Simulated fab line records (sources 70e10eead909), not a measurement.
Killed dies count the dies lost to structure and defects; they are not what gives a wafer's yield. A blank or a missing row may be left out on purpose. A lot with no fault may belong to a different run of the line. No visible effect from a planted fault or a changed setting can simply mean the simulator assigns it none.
fab line records    flow nandHarc
record: lots: 7  wafers: 19  lastDay: 25
route steps=1159 shown A_CONTACT@938
lots that met no fault: taken from a fault-free run of the same line
startH: start of the lot's first displayed wafer, in hours after the record's first day    waitH: how many hours have passed since the lot's step before this one    " repeats the value in the row above    L1.1+2: a single row standing in for several wafers    - either no value or no given start    * or withheld: withheld    < > ~ a bound
route shown NAME@n: names a module that has steps shown in the file, with the first one's number in the route    usual: mean/standard deviation taken from wafers without a fault    same: alike in all rows    chamber/n: place in a boat    sites: the reading at each site    _std_site: their standard deviation    _edge_site: mean of outer sites minus mean of inner sites    radiusMm: how far each site lies from the wafer's centre    mask NAME#n: copy n    behind: tool/chamber where the wafer was last shaped    hold: cause of the lot's hold/its duration in hours/its outcome    device: whichever transistor did not switch (one of n, p or np)    end of line: at the end of the route, the tests of the same wafers    a step given without rows: its recipe and nothing more    killed: dies lost to structure and defects at the first sort, not the wafer's yield    map: per-die view of a wafer (x killed, . not killed, _ where there is no die)
set.NAME: the run value of the setting; set.NAME@STEP: its run value at that earlier step    model.NAME: the simulator's own value behind a step, which no gauge read
lots at some steps of the route; a table a step, a row a wafer
services: the hour from which a tool's chamber was out of use, counted from the record's first day as startH (under 0 if before that day), plus the number of hours and why
== steps ==
step: NHARC_A_CONTACT_DESCUM_13
recipe: timeS: 3  o2FlowSccm: 200  arFlowSccm: 0  biasPowerW: 0  chemistry: O2
usual: drypumpMotorCurrentA: 5.5/0.5  oesProductAu: 1.001/0.011  rfVppV: 57.7/0.86  showerheadPlenumPTorr: 1.92/0.099  throttleValvePct: 11.313/0.0091
lot.wafer  tool        chamber  startH  waitH  drypumpMotorCurrentA  oesProductAu  rfHoursCounterH  rfVppV  showerheadPlenumPTorr  throttleValvePct
L842.3     rieDiel-08  0        429.23  0.1    5.8                   1.002         46               56.4    2.06                   11.320
L842.1     "           1        "       "      5.4                   1.016         41               57.7    1.96                   11.309
L842.4     "           3        "       "      5.1                   1.003         38               57.8    1.83                   11.316
L845.1     rieDiel-08  3        447.18  0.1    5.1                   0.993         49               57.7    1.83                   11.310
L845.5     "           2        "       "      4.8                   0.999         -                57.2    2.00                   11.311
L845.6     "           3        "       "      5.1                   0.998         -                58.5    1.83                   11.314
L852.2     rieDiel-08  2        493.41  0.1    4.9                   1.001         1                58.4    1.99                   11.323
L852.4     "           1        "       "      5.4                   0.992         1                57.9    1.95                   11.315
L855.1     rieDiel-11  3        495.58  0.1    4.8                   1.001         50               57.0    1.79                   11.301
L855.5     "           3        "       "      4.8                   1.002         -                56.2    1.79                   11.316
L856.1     rieDiel-11  2        516.90  0.1    6.0                   0.993         56               59.1    1.87                   11.314
L856.3     "           3        "       "      4.9                   0.984         58               58.8    1.79                   11.323
L856.6     "           1        "       "      6.4                   0.982         -                56.4    1.85                   11.299
L854.4     rieDiel-13  2        521.48  0.1    6.2                   1.018         11               58.1    2.07                   11.328
L854.3     "           0        "       "      5.1                   1.004         11               56.7    1.81                   11.327
L854.6     "           2        "       "      6.2                   1.004         -                57.6    2.07                   11.319
L859.3     rieDiel-08  3        523.07  0.1    5.1                   1.008         11               57.8    1.82                   11.318
L859.2     "           0        "       "      5.7                   1.004         10               57.8    2.05                   11.315
L859.6     "           3        "       "      5.1                   1.004         -                59.1    1.82                   11.322
step: NHARC_A_CONTACT_ETCH_88
recipe: targetDepthA: 390  overEtchFrac: 0.3  timeS: 65  ionEnergyEv: 80  cf4FlowSccm: 150  arFlowSccm: 0  rfW: 300  biasW: 100  chemistry: CF4
step: NHARC_A_CONTACT_ETCH_89
recipe: targetDepthA: 2600  overEtchFrac: 0.3  timeS: 475.3  ionEnergyEv: 200  n2FlowSccm: 150  h2FlowSccm: 150  arFlowSccm: 0  rfW: 400  biasW: 150  chemistry: N2/H2
step: NHARC_A_CONTACT_ETCH_30
recipe: targetDepthA: 605  timeS: 30.2  cf4FlowSccm: 100  chf3FlowSccm: 30  arFlowSccm: 0  rfW: 500  biasW: 200  chemistry: CF4/CHF3
step: NHARC_A_CONTACT_ETCH_31
recipe: targetDepthA: 20000  overEtchFrac: 0.3  timeS: 520  ionEnergyEv: 150  o2FlowSccm: 400  cosFlowSccm: 20  arFlowSccm: 0  rfW: 500  biasW: 300  chemistry: O2/COS
usual: drypumpMotorCurrentA: 5.5/0.51  oesProductAu: 1.002/0.0099  rfFwdPowerW: 499.2/1.6  rfVppV: 314.2/2.2  showerheadPlenumPTorr: 3.13/0.15  throttleValvePct: 28.330/0.0086
lot.wafer  tool        chamber  startH  waitH  drypumpMotorCurrentA  oesProductAu  rfFwdPowerW  rfHoursCounterH  rfVppV  showerheadPlenumPTorr  throttleValvePct
L842.1     rieDiel-08  1        -       -      5.4                   1.008         497.8        43               315.8   3.19                   28.319
L842.4     "           2        "       "      4.9                   1.007         496.6        47               314.9   3.25                   28.308
L842.3     "           3        "       "      5.1                   1.010         500.8        39               312.8   2.99                   28.346
L845.1     rieDiel-08  0        -       -      5.7                   1.004         500.9        55               316.7   3.34                   28.323
L845.6     "           2        "       "      4.9                   1.001         500.1        -                314.5   3.25                   28.318
L845.5     "           3        "       "      5.1                   0.992         497.3        -                312.5   2.99                   28.339
L852.2     rieDiel-08  0        -       -      5.7                   0.993         495.6        1                317.5   3.34                   28.339
L852.4     "           1        "       "      5.4                   0.993         496.0        1                314.2   3.18                   28.322
L855.1     rieDiel-11  0        -       -      6.0                   0.996         499.7        51               311.4   2.90                   28.336
L855.5     "           1        "       "      6.4                   0.991         499.3        -                313.1   3.02                   28.317
L856.1     rieDiel-11  0        -       -      5.9                   1.021         499.9        58               310.9   2.89                   28.329
L856.3     "           2        "       "      6.0                   0.998         498.1        56               313.7   3.05                   28.334
L856.6     "           1        "       "      6.4                   1.000         501.9        -                313.0   3.02                   28.331
L854.3     rieDiel-13  1        -       -      6.0                   1.003         498.1        10               314.1   3.15                   28.333
L854.4     "           2        "       "      6.2                   1.018         498.7        11               316.5   3.37                   28.324
L854.6     "           2        "       "      6.2                   1.026         500.6        -                316.6   3.37                   28.331
L859.2     rieDiel-08  0        -       -      5.8                   1.011         501.5        11               317.2   3.33                   28.332
L859.3     "           1        "       "      5.4                   0.987         497.7        11               316.8   3.17                   28.341
L859.6     "           2        "       "      4.9                   0.996         495.8        -                315.0   3.24                   28.333
step: NHARC_A_CONTACT_ETCH_134
recipe: sourceW: withheld  pressureMtorr: 20  biasV: withheld  timeS: 140  targetDepthA: 7000  arFlowSccm: withheld  c4f8FlowSccm: withheld  o2FlowSccm: withheld  chemistry: C4F8/O2/Ar
step: NHARC_A_CONTACT_ETCH_135
recipe: sourceW: withheld  pressureMtorr: 20  biasV: 3000  timeS: 132  targetDepthA: 12870  arFlowSccm: withheld  c4f8FlowSccm: withheld  o2FlowSccm: withheld  chemistry: C4F8/O2/Ar
lot.wafer  tool           chamber  startH  waitH  rfHoursCounterH
L842.1     harCapEtch-03  1        431.92  0.2    89
L842.3     "              1        "       "      -
L842.4     "              0        "       "      -
L845.1     harCapEtch-03  1        448.38  0.2    93
L845.6     "              0        "       "      -
L845.5     "              1        "       "      -
L852.2     harCapEtch-02  1        494.64  0.2    26
L852.4     "              0        "       "      -
L855.1     harCapEtch-03  0        497.36  0.2    98
L855.5     "              0        "       "      -
L856.1     harCapEtch-03  0        518.10  0.2    103
L856.3     "              1        "       "      -
L856.6     "              1        "       "      -
L854.4     harCapEtch-01  1        522.83  0.1    -
L854.3     "              0        "       "      -
L854.6     "              0        "       "      -
L859.2     harCapEtch-02  1        524.26  0.2    34
L859.3     "              1        "       "      -
L859.6     "              0        "       "      -
step: NHARC_A_CONTACT_ETCH_136
recipe: sourceW: withheld  pressureMtorr: 20  biasV: 3000  timeS: 132  targetDepthA: 12870  arFlowSccm: withheld  c4f8FlowSccm: withheld  o2FlowSccm: withheld  chemistry: C4F8/O2/Ar
lot.wafer  tool           chamber  startH  waitH  rfHoursCounterH
L842.1     harCapEtch-03  1        432.04  0.1    89
L842.3     "              1        "       "      -
L842.4     "              0        "       "      -
L845.1     harCapEtch-03  1        448.50  0.1    94
L845.6     "              0        "       "      -
L845.5     "              1        "       "      -
L852.2     harCapEtch-02  1        494.77  0.1    26
L852.4     "              0        "       "      -
L855.1     harCapEtch-03  0        497.48  0.1    98
L855.5     "              0        "       "      -
L856.1     harCapEtch-03  0        518.22  0.1    103
L856.3     "              1        "       "      -
L856.6     "              1        "       "      -
L854.4     harCapEtch-01  1        522.96  0.1    -
L854.3     "              0        "       "      -
L854.6     "              0        "       "      -
L859.2     harCapEtch-02  1        524.38  0.1    34
L859.3     "              1        "       "      -
L859.6     "              0        "       "      -
step: NHARC_A_CONTACT_ETCH_137
recipe: sourceW: withheld  pressureMtorr: 20  biasV: 3000  timeS: 132  targetDepthA: 12870  arFlowSccm: withheld  c4f8FlowSccm: withheld  o2FlowSccm: withheld  chemistry: C4F8/O2/Ar
step: NHARC_A_CONTACT_ETCH_138
recipe: sourceW: withheld  pressureMtorr: 20  biasV: 3000  timeS: 132  targetDepthA: 12890  arFlowSccm: withheld  c4f8FlowSccm: withheld  o2FlowSccm: withheld  chemistry: C4F8/O2/Ar
step: NHARC_A_CONTACT_ETCH_139
recipe: sourceW: withheld  pressureMtorr: 20  biasV: 400  timeS: 137  targetDepthA: 5900  arFlowSccm: withheld  c4f8FlowSccm: 11.5  o2FlowSccm: 7.2  chemistry: C4F8/O2/Ar
step: NHARC_A_CONTACT_ETCH_92
recipe: targetDepthA: 400  overEtchFrac: 0.5  timeS: 85.7  ionEnergyEv: 120  ch3fFlowSccm: 50  o2FlowSccm: 30  arFlowSccm: 200  rfW: 500  biasW: 100  chemistry: CH3F/O2
usual: drypumpMotorCurrentA: 5.6/0.48  oesProductAu: 0.937/0.026  rfFwdPowerW: 496.4/1.6  rfVppV: 244.6/1.9  showerheadPlenumPTorr: 2.47/0.12  throttleValvePct: 20.662/0.0094
lot.wafer  tool        chamber  startH  waitH  drypumpMotorCurrentA  oesProductAu  rfFwdPowerW  rfHoursCounterH  rfVppV  showerheadPlenumPTorr  throttleValvePct
L842.3     rieDiel-08  1        432.82  0.3    5.4                   0.936         496.4        44               245.1   2.51                   20.651
L842.4     "           2        "       "      4.9                   0.931         495.6        48               245.8   2.56                   20.667
L842.1     "           0        "       "      5.7                   0.922         496.6        48               247.9   2.64                   20.687
L845.1     rieDiel-13  3        449.29  0.4    5.6                   0.933         494.9        29               246.5   2.55                   20.675
L845.6     "           0        "       "      5.1                   0.908         495.8        -                242.6   2.33                   20.682
L845.5     "           1        "       "      6.0                   0.914         495.4        -                245.2   2.48                   20.663
L852.4     rieDiel-13  3        495.52  0.3    5.6                   0.927         494.8        6                246.1   2.55                   20.655
L852.2     "           1        "       "      6.1                   0.922         497.4        5                245.9   2.48                   20.662
L855.1     rieDiel-13  3        498.23  0.3    5.6                   0.934         499.0        6                246.7   2.55                   20.664
L855.5     "           3        "       "      5.6                   0.928         496.5        -                247.5   2.55                   20.650
L856.1     rieDiel-13  3        519.03  0.4    5.6                   0.919         495.4        11               245.2   2.54                   20.664
L856.3     "           0        "       "      5.1                   0.925         499.1        10               241.7   2.33                   20.664
L856.6     "           0        "       "      5.1                   0.934         496.8        -                243.1   2.33                   20.652
L854.4     rieDiel-08  1        523.90  0.5    5.4                   0.991         495.3        12               245.3   2.50                   20.656
L854.3     "           3        "       "      5.1                   1.014         496.0        12               243.0   2.34                   20.656
L854.6     "           0        "       "      5.7                   0.998         498.2        -                248.8   2.63                   20.672
L859.3     rieDiel-11  3        525.15  0.3    4.8                   0.913         497.5        60               241.9   2.30                   20.647
L859.2     "           0        "       "      5.9                   0.931         495.7        60               242.2   2.27                   20.638
L859.6     "           3        "       "      4.8                   0.915         496.9        -                242.4   2.30                   20.676
step: NHARC_A_CONTACT_ETCH_98
recipe: targetDepthA: 200  overEtchFrac: 0.5  timeS: 10  ionEnergyEv: 250  c4f6FlowSccm: 25  o2FlowSccm: 20  arFlowSccm: 500  rfW: 600  biasW: 500  chemistry: C4F6/O2
usual: drypumpMotorCurrentA: 5.6/0.47  oesProductAu: 0.957/0.02  rfFwdPowerW: 585.8/2.4  rfVppV: 547/3.9  showerheadPlenumPTorr: 3.95/0.19  throttleValvePct: 26.903/0.0088
lot.wafer  tool        chamber  startH  waitH  drypumpMotorCurrentA  oesProductAu  rfFwdPowerW  rfHoursCounterH  rfVppV  showerheadPlenumPTorr  throttleValvePct
L842.4     rieDiel-08  3        432.96  -      5.1                   0.945         584.6        40               544     3.76                   26.906
L842.3     "           0        "       "      5.8                   0.935         588.2        48               552     4.20                   26.921
L842.1     "           2        "       "      4.9                   0.952         584.6        48               549     4.08                   26.900
L845.1     rieDiel-13  3        449.39  -      5.6                   0.941         584.8        29               551     4.06                   26.911
L845.6     "           1        "       "      6.1                   0.942         587.4        -                548     3.96                   26.911
L845.5     "           2        "       "      6.2                   0.955         586.4        -                541     3.64                   26.899
L852.4     rieDiel-13  3        495.65  -      5.6                   0.968         586.2        6                551     4.05                   26.894
L852.2     "           2        "       "      6.2                   0.792         583.7        6                553     4.22                   26.912
L855.1     rieDiel-13  0        498.37  -      5.1                   0.773         589.4        5                542     3.73                   26.909
L855.5     "           0        "       "      5.1                   0.951         592.3        -                542     3.73                   26.902
L856.3     rieDiel-13  0        519.17  -      5.1                   0.952         588.7        10               542     3.72                   26.900
L856.1     "           1        "       "      6.1                   0.764         585.1        10               547     3.95                   26.906
L856.6     "           1        "       "      6.0                   0.928         585.8        -                548     3.95                   26.911
L854.3     rieDiel-08  2        524.03  -      4.9                   0.981         587.5        13               549     4.06                   26.910
L854.4     "           3        "       "      5.1                   1.000         588.6        12               543     3.75                   26.899
L854.6     "           1        "       "      5.4                   0.994         588.1        -                548     3.98                   26.912
L859.3     rieDiel-11  3        525.28  -      4.8                   0.955         588.6        60               542     3.69                   26.904
L859.2     "           1        "       "      6.4                   0.955         586.0        60               545     3.80                   26.902
L859.6     "           0        "       "      6.0                   0.963         581.1        -                542     3.64                   26.907
step: NHARC_A_CONTACT_CD_MEAS_15
usual: cdNm: 90.2/0.54
lot.wafer  tool      chamber  startH  waitH  cdNm
L842.1     cdSem-03  -        433.04  -      89.6
L842.3     "         -        "       "      89.5
L842.4     "         -        "       "      90.5
L845.1     cdSem-03  -        449.48  -      90.5
L845.5     "         -        "       "      90.7
L845.6     "         -        "       "      90.2
L852.2     cdSem-01  -        495.73  -      90.1
L852.4     "         -        "       "      89.7
L855.1     cdSem-03  -        498.45  -      89.2
L855.5     "         -        "       "      88.9
L856.1     cdSem-02  -        519.26  -      89.9
L856.3     "         -        "       "      89.7
L856.6     "         -        "       "      90.3
L854.3     cdSem-03  -        524.11  -      90.0
L854.4     "         -        "       "      89.8
L854.6     "         -        "       "      90.0
L859.2     cdSem-01  -        525.37  -      90.7
L859.3     "         -        "       "      90.3
L859.6     "         -        "       "      90.0
== services ==
tool           chamber  startH  hours  kind
rieDiel-08     0        410.29  -      clean
rieDiel-08     1        410.29  -      clean
rieDiel-08     2        410.29  -      clean
rieDiel-08     3        410.29  -      clean
rieDiel-08     0        435.16  -      clean
rieDiel-08     1        435.16  -      clean
rieDiel-08     2        435.16  -      clean
rieDiel-08     3        435.16  -      clean
rieDiel-13     -        453.08  9.0    pm
rieDiel-08     0        459.66  -      clean
rieDiel-08     1        459.66  -      clean
rieDiel-08     2        459.66  -      clean
rieDiel-08     3        459.66  -      clean
harCapEtch-01  -        461.43  0.5    repair
harCapEtch-03  -        467.09  0.3    repair
rieDiel-08     -        480.12  9.0    pm
rieDiel-08     0        480.12  9.0    ventCycle
rieDiel-08     1        480.12  9.0    ventCycle
rieDiel-08     2        480.12  9.0    ventCycle
rieDiel-08     3        480.12  9.0    ventCycle
rieDiel-08     0        489.12  -      clean
rieDiel-08     1        489.12  -      clean
rieDiel-08     2        489.12  -      clean
rieDiel-11     1        492.62  4.0    repair
== key ==
firstSign: step: NHARC_A_CONTACT_ETCH_98  reading: oesProductAu  direction: down  sigmas: 9.1  usual: 0.957  struck: 0.776
effect none on later readings
metAt NHARC_A_CONTACT_ETCH_98
struckWafers L852.2,L855.1,L856.1
sortLeftOut L852.2,L855.1,L856.1
testerLeftOut L852,L855,L856
onsetBetween 449.39 495.65
fault: kind: processParameterDrift  tool: rieDiel-13  chamber: -  onsetH: 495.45  steps: NHARC_A_CONTACT_ETCH_98  channel: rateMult  offset: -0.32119  shape: step  endH: 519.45  scope: struckWafersOnly
testerLeftOut: of these lots the tester's yield and bins aren't shown, on N5 and GAA mostly nor the transistor test; their killed dies are dies lost to structure and defects alone, not to doping, threshold or leakage, so they don't give the yield
sortLeftOut: the simulated sort isn't trusted on such a fault, so these wafers' sort isn't shown, and their yield isn't known
